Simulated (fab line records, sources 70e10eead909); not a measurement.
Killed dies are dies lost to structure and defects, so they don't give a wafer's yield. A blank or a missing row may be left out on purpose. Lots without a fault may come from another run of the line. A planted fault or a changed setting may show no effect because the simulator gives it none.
fab line records | flow nand_harc | part 2 of 2: steps 32 to 45 of 45
record lots=5 wafers=15 last_day=30
route steps=1302 shown A_DECK1_JOINT@519 A_ONON_D2@545
lots that met no fault: from a run of the same line without faults
start_h: hours from the record's first day to the start of the lot's first wafer shown | wait_h: hours since the lot's step before | " the same as in the row above | L1.1+2: a row that stands for several wafers | - no value, or no start given | * or withheld: withheld | < > ~ a bound
route shown NAME@n: a module of which the file shows steps, and the number in the route of the first | usual: mean/standard deviation of fault-free wafers | same: alike in all rows | chamber/n: place in a boat | sites: the reading at each site | _std_site: their standard deviation | _edge_site: outer sites' mean less inner sites' | radius_mm: how far each site lies from the wafer's centre | mask NAME#n: copy n | behind: the tool/chamber that last shaped the wafer | hold: why the lot was held/for how many hours/how that ended | device: the transistor (n, p or np) that didn't switch | end of line: the same wafers' tests at the end of the route | a step without rows: its recipe alone | killed: dies lost to structure and defects at the first sort, not the wafer's yield | map: a wafer's dies, x killed, . not, _ none there
set.NAME: the setting as run; set.NAME@STEP: as run at that earlier step | model.NAME: the simulator's own value behind a step, which no gauge read
lots at some steps of the route; a table a step, a row a wafer
services: from which hour (start_h, from the record's first day; less than 0 if before it) a tool's chamber was out of use, for how many hours, and why
## steps
# step NHARC_A_ONON_D2_DEP_09
# recipe target_thk_a=10000 n2_flow_sccm=2750 n2o_flow_sccm=2000 nh3_flow_sccm=500 sih4_flow_sccm=210 temp_c=400
# columns lot.wafer tool chamber start_h wait_h
L075.2+3+6 pecvd_onon-02 0 276.09 0.1
L074.1+4+5 pecvd_onon-03 0 276.17 0.1
L082.3+5+6 pecvd_onon-02 0 347.42 0.2
L087.1+3+6 pecvd_onon-04 0 413.37 0.1
L090.2+3+4 pecvd_onon-03 0 442.25 0.1
# step NHARC_A_ONON_D2_THK_MEAS_11
# recipe thk_meas_gauge=ellipsometry
# usual thk_nm=999/9.7
# columns lot.wafer tool chamber start_h wait_h thk_nm
L075.2 film_metro-01 - 276.55 - 1000
L075.3 " - " " 999
L075.6 " - " " 1000
L074.1 film_metro-01 - 276.67 - 999
L074.4 " - " " 999
L074.5 " - " " 999
L082.3 film_metro-01 - 347.81 - 988
L082.5 " - " " 987
L082.6 " - " " 987
L087.1 film_metro-01 - 413.87 - 997
L087.3 " - " " 997
L087.6 " - " " 996
L090.2 film_metro-02 - 442.70 - 1004
L090.3 " - " " 1007
L090.4 " - " " 1006
# step NHARC_A_ONON_D2_DEP_12
# recipe target_thk_a=10000 n2_flow_sccm=2750 n2o_flow_sccm=2000 nh3_flow_sccm=500 sih4_flow_sccm=210 temp_c=400
# columns lot.wafer tool chamber start_h wait_h
L075.2+3+6 pecvd_onon-02 0 276.66 0.1
L074.1+4+5 pecvd_onon-04 0 276.73 0.1
L082.3+5+6 pecvd_onon-03 0 347.99 0.2
L087.1+3+6 pecvd_onon-02 0 413.93 0.1
L090.2+3+4 pecvd_onon-02 0 442.82 0.1
# step NHARC_A_ONON_D2_THK_MEAS_14
# recipe thk_meas_gauge=ellipsometry
# usual thk_nm=1002/7.8
# columns lot.wafer tool chamber start_h wait_h thk_nm
L075.2 film_metro-01 - 277.11 - 1008
L075.3 " - " " 1006
L075.6 " - " " 1006
L074.1 film_metro-01 - 277.24 - 997
L074.4 " - " " 998
L074.5 " - " " 997
L082.3 film_metro-01 - 348.38 - 1022
L082.5 " - " " 1020
L082.6 " - " " 1020
L087.1 film_metro-01 - 414.44 - 996
L087.3 " - " " 995
L087.6 " - " " 997
L090.2 film_metro-02 - 443.27 - 1014
L090.3 " - " " 1016
L090.4 " - " " 1016
# step NHARC_A_ONON_D2_ANNEAL_15
# recipe temp_c=750 time_s=3600
# usual spike_tc_upper_C=749.5/1.2
# same time_s=3600
# columns lot.wafer tool chamber start_h wait_h spike_tc_upper_C
L074.1 furnace-06 0 280.63 3.4 748.4
L074.4 " 0 " " 749.6
L074.5 " 0 " " 749.9
L075.2 furnace-06 0 280.63 3.5 749.4
L075.3 " 0 " " 749.5
L075.6 " 0 " " 749.1
L082.3 furnace-08 0 351.76 3.4 749.6
L082.5 " 0 " " 749.9
L082.6 " 0 " " 750.2
L087.1 furnace-08 0 419.06 4.6 750.2
L087.3 " 0 " " 749.8
L087.6 " 0 " " 752.7
L090.2 furnace-06 0 446.75 3.5 748.0
L090.3 " 0 " " 748.7
L090.4 " 0 " " 748.8
# step NHARC_A_ONON_D2_DEP_16
# recipe target_thk_a=10000 n2_flow_sccm=2750 n2o_flow_sccm=2000 nh3_flow_sccm=500 sih4_flow_sccm=210 temp_c=400
# columns lot.wafer tool chamber start_h wait_h
L074.1+4+5 pecvd_onon-03 0 284.53 0.4
L075.2+3+6 pecvd_onon-02 0 284.59 0.4
L082.3+5+6 pecvd_onon-03 0 355.75 0.5
L087.1+3+6 pecvd_onon-02 0 422.86 0.4
L090.2+3+4 pecvd_onon-02 0 450.66 0.4
# step NHARC_A_ONON_D2_THK_MEAS_18
# recipe thk_meas_gauge=ellipsometry
# usual thk_nm=1002/11
# columns lot.wafer tool chamber start_h wait_h thk_nm
L074.1 film_metro-01 - 285.03 - 999
L074.4 " - " " 1000
L074.5 " - " " 1000
L075.2 film_metro-01 - 285.04 - 995
L075.3 " - " " 993
L075.6 " - " " 992
L082.3 film_metro-01 - 356.15 - 1011
L082.5 " - " " 1011
L082.6 " - " " 1010
L087.1 film_metro-01 - 423.37 - 1025
L087.3 " - " " 1024
L087.6 " - " " 1024
L090.2 film_metro-02 - 451.11 - 1005
L090.3 " - " " 1005
L090.4 " - " " 1005
# step NHARC_A_ONON_D2_DEP_19
# recipe target_thk_a=10000 n2_flow_sccm=2750 n2o_flow_sccm=2000 nh3_flow_sccm=500 sih4_flow_sccm=210 temp_c=400
# columns lot.wafer tool chamber start_h wait_h
L074.1+4+5 pecvd_onon-04 0 285.09 0.1
L075.2+3+6 pecvd_onon-03 0 285.16 0.1
L082.3+5+6 pecvd_onon-04 0 356.32 0.2
L087.1+3+6 pecvd_onon-04 0 423.43 0.1
L090.2+3+4 pecvd_onon-02 0 451.23 0.1
# step NHARC_A_ONON_D2_THK_MEAS_21
# recipe thk_meas_gauge=ellipsometry
# usual thk_nm=1004/12
# columns lot.wafer tool chamber start_h wait_h thk_nm
L074.1 film_metro-01 - 285.60 - 987
L074.4 " - " " 988
L074.5 " - " " 988
L075.2 film_metro-01 - 285.61 - 995
L075.3 " - " " 992
L075.6 " - " " 992
L082.3 film_metro-02 - 356.71 - 1007
L082.5 " - " " 1008
L082.6 " - " " 1007
L087.1 film_metro-01 - 423.94 - 1011
L087.3 " - " " 1013
L087.6 " - " " 1012
L090.2 film_metro-01 - 451.68 - 993
L090.3 " - " " 991
L090.4 " - " " 993
# step NHARC_A_ONON_D2_DEP_22
# recipe target_thk_a=10000 n2_flow_sccm=2750 n2o_flow_sccm=2000 nh3_flow_sccm=500 sih4_flow_sccm=210 temp_c=400
# columns lot.wafer tool chamber start_h wait_h
L074.1+4+5 pecvd_onon-02 0 285.66 0.1
L075.2+3+6 pecvd_onon-04 0 285.73 0.1
L082.3+5+6 pecvd_onon-02 0 356.88 0.2
L087.1+3+6 pecvd_onon-03 0 423.99 0.1
L090.2+3+4 pecvd_onon-02 0 451.80 0.1
# step NHARC_A_ONON_D2_THK_MEAS_24
# recipe thk_meas_gauge=ellipsometry
# usual thk_nm=1001/11
# columns lot.wafer tool chamber start_h wait_h thk_nm
L074.1 film_metro-01 - 286.17 - 999
L074.4 " - " " 1000
L074.5 " - " " 1000
L075.2 film_metro-01 - 286.18 - 1002
L075.3 " - " " 1003
L075.6 " - " " 1005
L082.3 film_metro-01 - 357.28 - 1008
L082.5 " - " " 1007
L082.6 " - " " 1007
L087.1 film_metro-01 - 424.50 - 996
L087.3 " - " " 998
L087.6 " - " " 997
L090.2 film_metro-01 - 452.25 - 1016
L090.3 " - " " 1017
L090.4 " - " " 1018
# step NHARC_A_ONON_D2_DEP_25
# recipe target_thk_a=10000 n2_flow_sccm=2750 n2o_flow_sccm=2000 nh3_flow_sccm=500 sih4_flow_sccm=210 temp_c=400
# columns lot.wafer tool chamber start_h wait_h
L074.1+4+5 pecvd_onon-02 0 286.22 0.1
L075.2+3+6 pecvd_onon-04 0 286.30 0.1
L082.3+5+6 pecvd_onon-04 0 357.45 0.2
L087.1+3+6 pecvd_onon-02 0 424.56 0.1
L090.2+3+4 pecvd_onon-02 0 452.38 0.1
# step NHARC_A_ONON_D2_THK_MEAS_27
# recipe thk_meas_gauge=ellipsometry
# usual thk_nm=1000/11
# columns lot.wafer tool chamber start_h wait_h thk_nm
L074.1 film_metro-01 - 286.73 - 994
L074.4 " - " " 993
L074.5 " - " " 994
L075.2 film_metro-01 - 286.75 - 996
L075.3 " - " " 996
L075.6 " - " " 996
L082.3 film_metro-01 - 357.85 - 994
L082.5 " - " " 991
L082.6 " - " " 993
L087.1 film_metro-02 - 425.07 - 1006
L087.3 " - " " 1006
L087.6 " - " " 1006
L090.2 film_metro-02 - 452.84 - 985
L090.3 " - " " 985
L090.4 " - " " 987
# step NHARC_A_ONON_D2_DEP_28
# recipe target_thk_a=10000 n2_flow_sccm=2750 n2o_flow_sccm=2000 nh3_flow_sccm=500 sih4_flow_sccm=210 temp_c=400
# columns lot.wafer tool chamber start_h wait_h
L074.1+4+5 pecvd_onon-02 0 286.79 0.1
L075.2+3+6 pecvd_onon-04 0 286.87 0.1
L082.3+5+6 pecvd_onon-03 0 358.02 0.2
L087.1+3+6 pecvd_onon-04 0 425.12 0.1
L090.2+3+4 pecvd_onon-02 0 452.95 0.1
## services
# columns tool chamber start_h hours kind
pecvd_onon-03 - 227.00 13.0 pm
fcvd-01 - 241.86 1.1 repair
wet_h3po4-02 - 244.00 8.0 pm
fcvd-02 - 269.00 13.0 pm
wet_bench-01 - 277.60 8.0 pm
cmp-04 - 277.64 1.3 repair
cmp-04 - 304.76 3.4 repair
cmp-04 - 308.20 4.0 pm
pecvd_onon-04 - 311.57 13.0 pm
lpcvd-01 - 332.73 4.7 repair
wet_h3po4-01 - 338.73 8.0 pm
fcvd-02 0 351.80 9.6 repair
wet_bench-03 - 355.56 1.7 repair
fcvd-01 - 366.00 13.0 pm
pecvd_onon-02 - 366.00 13.0 pm
wet_bench-06 - 369.60 8.0 pm
wet_bench-03 - 386.40 8.0 pm
wet_h3po4-01 - 395.69 20.9 repair
cmp-04 - 406.20 4.0 pm
pecvd_onon-03 - 408.00 13.0 pm
wet_h3po4-02 - 420.00 8.0 pm
pecvd_onon-03 - 425.70 4.7 repair
furnace-01 - 439.06 5.6 repair
wet_h3po4-02 - 444.17 12.1 repair
